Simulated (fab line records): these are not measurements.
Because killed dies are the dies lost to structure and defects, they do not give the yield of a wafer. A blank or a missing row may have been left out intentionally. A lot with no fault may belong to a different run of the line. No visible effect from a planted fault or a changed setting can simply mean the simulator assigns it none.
The tool behind it: which one? + flow nand-harc + Sampling: 11 lots, 33 wafers, 6 of 1159 route steps

## WHAT THE GAUGES SHOWED, per wafer
NHARC_A_ONON_D1_THK_MEAS_05: measures by ellipsometry. Usual: thk-nm 999 nm, standard deviation 10.
| lot  | measured     | on            | thk-nm (nm)    | flag |
|------|--------------|---------------|----------------|------|
| L626 | day 7 01:19  | film-metro-01 | 992 992 991    |      |
| L629 | day 8 11:56  | film-metro-01 | 996 996 996    |      |
| L631 | day 8 21:57  | film-metro-02 | 1005 1002 1003 |      |
| L633 | day 9 15:53  | film-metro-02 | 1000 998 1001  |      |
| L636 | day 10 03:05 | film-metro-02 | 1010 1009 1007 |      |
| L639 | day 10 15:07 | film-metro-02 | 992 990 992    |      |
| L641 | day 11 01:46 | film-metro-01 | 1006 1006 1005 |      |
| L640 | day 11 01:47 | film-metro-02 | 641 639 642    | OFF  |
| L642 | day 11 23:58 | film-metro-02 | 619 617 620    | OFF  |
| L643 | day 11 23:59 | film-metro-02 | 1003 1000 1001 |      |
| L649 | day 13 02:13 | film-metro-01 | 976 975 976    |      |

NHARC_END_SORT_01. Usual: killed-at-array 28, standard deviation 11; killed-at-other 0.5, standard deviation 0.87; killed-at-periphery 2.9, standard deviation 2.2; killed-dies 32, standard deviation 11; killed-open 3.2, standard deviation 1.9; killed-short 1.8, standard deviation 1.4.
| lot  | measured     | on        | killed-at-array | killed-at-other | killed-at-periphery | killed-dies | killed-open | killed-short | flag |
|------|--------------|-----------|-----------------|-----------------|---------------------|-------------|-------------|--------------|------|
| L640 | day 22 12:06 | prober-02 | 675 675 672     | 0 0 0           | 2 2 5               | 677 677 677 | 4 2 7       | 0 2 3        | OFF  |
| L642 | day 23 17:27 | prober-02 | 673 667 672     | 1 2 1           | 3 8 4               | 677 677 677 | 2 4 3       | 5 2 0        | OFF  |

## TOOL THAT RAN EACH LOT (tool first, then ch and the chambers of the sampled wafers, then the start)
| lot  | NHARC_P_BONDPAD_ETCH_24                       | NHARC_A_ZERO_WELL_ETCH_19          | NHARC_A_ZERO_WELL_ETCH_13        | NHARC_A_ONON_D1_DEP_03           |
|------|-----------------------------------------------|------------------------------------|----------------------------------|----------------------------------|
| L626 | rie-diel-06 ch 2,3, day 6 03:11 or earlier    | rie-diel-07 ch 1,3, day 6 03:11    | rie-si-05 ch 1,2,3, day 6 03:19  | pecvd-onon-01 ch 0, day 7 00:48  |
| L629 | rie-diel-06 ch 1,2,3, day 7 10:05             | rie-diel-04 ch 0,1,3, day 7 13:42  | rie-si-04 ch 0,2,3, day 7 13:51  | pecvd-onon-04 ch 0, day 8 11:25  |
| L631 | rie-diel-06 ch 0,1, day 7 22:52 or earlier    | rie-diel-04 ch 0,1,2, day 7 22:52  | rie-si-05 ch 0,1,3, day 7 22:58  | pecvd-onon-02 ch 0, day 8 21:34  |
| L633 | rie-diel-03 ch 0,1,2, day 8 11:32 or earlier  | rie-diel-09 ch 1,2,3, day 8 11:32  | rie-si-04 ch 1,2,3, day 8 11:39  | pecvd-onon-04 ch 0, day 9 15:23  |
| L636 | rie-diel-06 ch 1,2, day 9 04:56 or earlier    | rie-diel-07 ch 0,2,3, day 9 04:56  | rie-si-04 ch 0,1,2, day 9 05:02  | pecvd-onon-02 ch 0, day 10 02:42 |
| L639 | rie-diel-06 ch 0,1,3, day 9 13:56 or earlier  | rie-diel-09 ch 0,1,3, day 9 13:56  | rie-si-05 ch 0,1,2, day 9 14:04  | pecvd-onon-01 ch 0, day 10 14:35 |
| L641 | rie-diel-06 ch 1,2,3, day 10 01:17 or earlier | rie-diel-07 ch 1,2,3, day 10 01:17 | rie-si-04 ch 0,2,3, day 10 01:26 | pecvd-onon-02 ch 0, day 11 01:16 |
| L640 | rie-diel-06 ch 0,2,3, day 10 02:10 or earlier | rie-diel-04 ch 0,2,3, day 10 02:10 | rie-si-05 ch 0,1,2, day 10 02:17 | pecvd-onon-01 ch 0, day 11 01:16 |
| L642 | rie-diel-06 ch 0,2,3, day 10 21:07 or earlier | rie-diel-09 ch 1,2,3, day 10 21:07 | rie-si-05 ch 1,2, day 10 21:14   | pecvd-onon-01 ch 0, day 11 23:37 |
| L643 | rie-diel-02 ch 0,2, day 10 21:28 or earlier   | rie-diel-09 ch 0,3, day 10 21:28   | rie-si-05 ch 0,3, day 10 21:34   | pecvd-onon-04 ch 0, day 11 23:31 |
| L649 | rie-diel-03 ch 1,3, day 12 04:05 or earlier   | rie-diel-07 ch 0,2, day 12 04:05   | rie-si-05 ch 1,2, day 12 04:13   | pecvd-onon-02 ch 0, day 13 01:42 |
- NHARC_P_BONDPAD_ETCH_24: etches the open film in CF4/N2, target depth 30 nm, time 72.99 s.
- NHARC_A_ZERO_WELL_ETCH_19: etches the open film in N2/H2, target depth 80 nm, overetch 24 nm, time 87.88 s.
- NHARC_A_ZERO_WELL_ETCH_13: etches the open film in HBr/Cl2, target depth 120 nm, time 40.1 s.
- NHARC_A_ONON_D1_DEP_03: target thk 1000 nm.

## AS READ BY THE TOOLS THEMSELVES (means over the sampled wafers that have a number; for cases with no such wafer, the mark the record gives instead)
NHARC_P_BONDPAD_ETCH_24. Usual: drypump-motor-current-A 5.5 A, standard deviation 0.47; n2-flow-sccm 99.95 sccm, standard deviation 0.27; oes-product-au 1.007 a.u., standard deviation 0.012; rf-vpp-V 314.3 V, standard deviation 1.7; showerhead-plenum-p-Torr 2.63 Torr, standard deviation 0.084; throttle-valve-pct 19.795 %, standard deviation 0.0097.
| lot  | tool        | drypump-motor-current-A (A) | n2-flow-sccm (sccm) | oes-product-au (a.u.) | rf-vpp-V (V) | showerhead-plenum-p-Torr (Torr) | throttle-valve-pct (%) | flag |
|------|-------------|-----------------------------|---------------------|-----------------------|--------------|---------------------------------|------------------------|------|
| L626 | rie-diel-06 | 5.9                         | 99.80               | 1.011                 | 312.2        | 2.52                            | 19.802                 |      |
| L629 | rie-diel-06 | 5.9                         | 99.71               | 1.000                 | 314.3        | 2.59                            | 19.790                 |      |
| L631 | rie-diel-06 | 5.6                         | 99.96               | 0.999                 | 315.3        | 2.70                            | 19.780                 |      |
| L633 | rie-diel-03 | 5.1                         | 99.83               | 1.008                 | 314.7        | 2.68                            | 19.796                 |      |
| L636 | rie-diel-06 | 5.9                         | 100.16              | 1.014                 | 315.8        | 2.67                            | 19.787                 |      |
| L639 | rie-diel-06 | 5.6                         | 100.05              | 1.001                 | 313.2        | 2.63                            | 19.802                 |      |
| L641 | rie-diel-06 | 5.9                         | 99.66               | 1.011                 | 312.9        | 2.59                            | 19.804                 |      |
| L640 | rie-diel-06 | 5.5                         | 99.71               | 1.002                 | 313.0        | 2.59                            | 19.790                 |      |
| L642 | rie-diel-06 | 5.5                         | 99.99               | 1.014                 | 314.1        | 2.59                            | 19.797                 |      |
| L643 | rie-diel-02 | 5.6                         | 99.72               | 0.999                 | 312.7        | 2.54                            | 19.791                 |      |
| L649 | rie-diel-03 | 5.6                         | 99.99               | 1.015                 | 314.6        | 2.63                            | 19.798                 |      |

NHARC_A_ZERO_WELL_ETCH_19. Usual: for drypump-motor-current-A, 5.7 A with a standard deviation of 0.49; for h2-flow-sccm, 150.1 sccm with a standard deviation of 0.45; for n2-flow-sccm, 150.0 sccm with a standard deviation of 0.47; for oes-product-au, 0.994 a.u. with a standard deviation of 0.017; for rf-vpp-V, 430.9 V with a standard deviation of 2.8; for showerhead-plenum-p-Torr, 2.06 Torr with a standard deviation of 0.1; for throttle-valve-pct, 14.172 % with a standard deviation of 0.0094.
| lot  | tool        | drypump-motor-current-A (A) | h2-flow-sccm (sccm) | n2-flow-sccm (sccm) | oes-product-au (a.u.) | rf-vpp-V (V) | showerhead-plenum-p-Torr (Torr) | throttle-valve-pct (%) | flag |
|------|-------------|-----------------------------|---------------------|---------------------|-----------------------|--------------|---------------------------------|------------------------|------|
| L626 | rie-diel-07 | 6.2                         | 150.0               | 150.1               | 0.989                 | 433.1        | 2.17                            | 14.176                 |      |
| L629 | rie-diel-04 | 5.6                         | 150.0               | 150.6               | 0.984                 | 430.2        | 2.05                            | 14.175                 |      |
| L631 | rie-diel-04 | 5.8                         | 150.1               | 150.0               | 0.992                 | 432.5        | 2.09                            | 14.168                 |      |
| L633 | rie-diel-09 | 5.9                         | 150.0               | 150.1               | 0.986                 | 430.0        | 2.01                            | 14.175                 |      |
| L636 | rie-diel-07 | 5.5                         | 149.9               | 149.9               | 1.005                 | 432.3        | 2.09                            | 14.168                 |      |
| L639 | rie-diel-09 | 5.8                         | 150.5               | 149.8               | 0.999                 | 429.4        | 1.99                            | 14.176                 |      |
| L641 | rie-diel-07 | 5.7                         | 150.0               | 150.2               | 1.001                 | 434.1        | 2.18                            | 14.175                 |      |
| L640 | rie-diel-04 | 5.4                         | 150.0               | 149.9               | 0.974                 | 428.9        | 1.99                            | 14.167                 |      |
| L642 | rie-diel-09 | 5.8                         | 150.1               | 150.0               | 0.987                 | 429.7        | 2.01                            | 14.172                 |      |
| L643 | rie-diel-09 | 5.8                         | 149.8               | 150.3               | 0.997                 | 428.1        | 1.97                            | 14.180                 |      |
| L649 | rie-diel-07 | 5.1                         | 150.4               | 149.4               | 1.016                 | 432.4        | 2.09                            | 14.164                 |      |

NHARC_A_ZERO_WELL_ETCH_13. Usual: drypump-motor-current-A 5.9 A, standard deviation 0.33; oes-product-au 1.003 a.u., standard deviation 0.011; throttle-valve-pct 26.407 %, standard deviation 0.0085.
| lot  | tool      | drypump-motor-current-A (A) | oes-product-au (a.u.) | throttle-valve-pct (%) | flag |
|------|-----------|-----------------------------|-----------------------|------------------------|------|
| L626 | rie-si-05 | 6.0                         | 1.005                 | 26.408                 |      |
| L629 | rie-si-04 | 5.9                         | 0.999                 | 26.410                 |      |
| L631 | rie-si-05 | 6.0                         | 1.011                 | 26.406                 |      |
| L633 | rie-si-04 | 5.8                         | 0.997                 | 26.401                 |      |
| L636 | rie-si-04 | 5.9                         | 0.999                 | 26.411                 |      |
| L639 | rie-si-05 | 5.9                         | 1.004                 | 26.402                 |      |
| L641 | rie-si-04 | 5.9                         | 1.001                 | 26.407                 |      |
| L640 | rie-si-05 | 5.9                         | 1.003                 | 26.408                 |      |
| L642 | rie-si-05 | 5.9                         | 0.998                 | 26.407                 |      |
| L643 | rie-si-05 | 6.0                         | 1.002                 | 26.394                 |      |
| L649 | rie-si-05 | 5.8                         | 0.989                 | 26.410                 |      |

NHARC_A_ONON_D1_DEP_03. Usual: n2-flow-sccm 2751 sccm, standard deviation 8.8; nh3-flow-sccm 499.8 sccm, standard deviation 1.4.
| lot  | tool          | n2-flow-sccm (sccm) | nh3-flow-sccm (sccm) | flag |
|------|---------------|---------------------|----------------------|------|
| L626 | pecvd-onon-01 | 2759                | 499.1                |      |
| L629 | pecvd-onon-04 | 2746                | 500.1                |      |
| L631 | pecvd-onon-02 | 2744                | 499.7                |      |
| L633 | pecvd-onon-04 | 2743                | 502.4                |      |
| L636 | pecvd-onon-02 | 2744                | 499.2                |      |
| L639 | pecvd-onon-01 | 2742                | 500.5                |      |
| L641 | pecvd-onon-02 | 2758                | 498.8                |      |
| L640 | pecvd-onon-01 | 2746                | 500.3                |      |
| L642 | pecvd-onon-01 | 2768                | 499.3                |      |
| L643 | pecvd-onon-04 | 2755                | 501.9                |      |
| L649 | pecvd-onon-02 | 2746                | 497.6                |      |

## THE ANSWER, worked out from the rows above alone
Rule: lot off if the mean of its wafers having a number is beyond 3 standard deviations from the usual mean. A lot without any number at a reading at which 4 lots or more have one is off too. The other lots that the step has rows for count as sound. First the gauges in route order, then the tools' own readings, where a lot's mean is used as printed above. The first step at which some lot is off is used, and at that step the reading that is off furthest; a lot without a number counts as furthest.
Off: L640, L642 (NHARC_A_ONON_D1_THK_MEAS_05, thk-nm).
If a tool, at a process step before that reading, ran all the lots that are off and no sound lot after the first of them, it fits. Not tried: the gauges at NHARC_A_ONON_D1_THK_MEAS_05; whatever is off there is also off at NHARC_END_SORT_01, on other tools, and gauge error can't account for it. NHARC_P_BONDPAD_ETCH_24: start missing for some lots; hours and lot order therefore follow NHARC_A_ZERO_WELL_ETCH_19. 2 tools fit, rie-diel-06 at NHARC_P_BONDPAD_ETCH_24 and pecvd-onon-01 at NHARC_A_ONON_D1_DEP_03, so this cannot tell which one it is.

## WHAT THE SIMULATOR HAD PUT IN
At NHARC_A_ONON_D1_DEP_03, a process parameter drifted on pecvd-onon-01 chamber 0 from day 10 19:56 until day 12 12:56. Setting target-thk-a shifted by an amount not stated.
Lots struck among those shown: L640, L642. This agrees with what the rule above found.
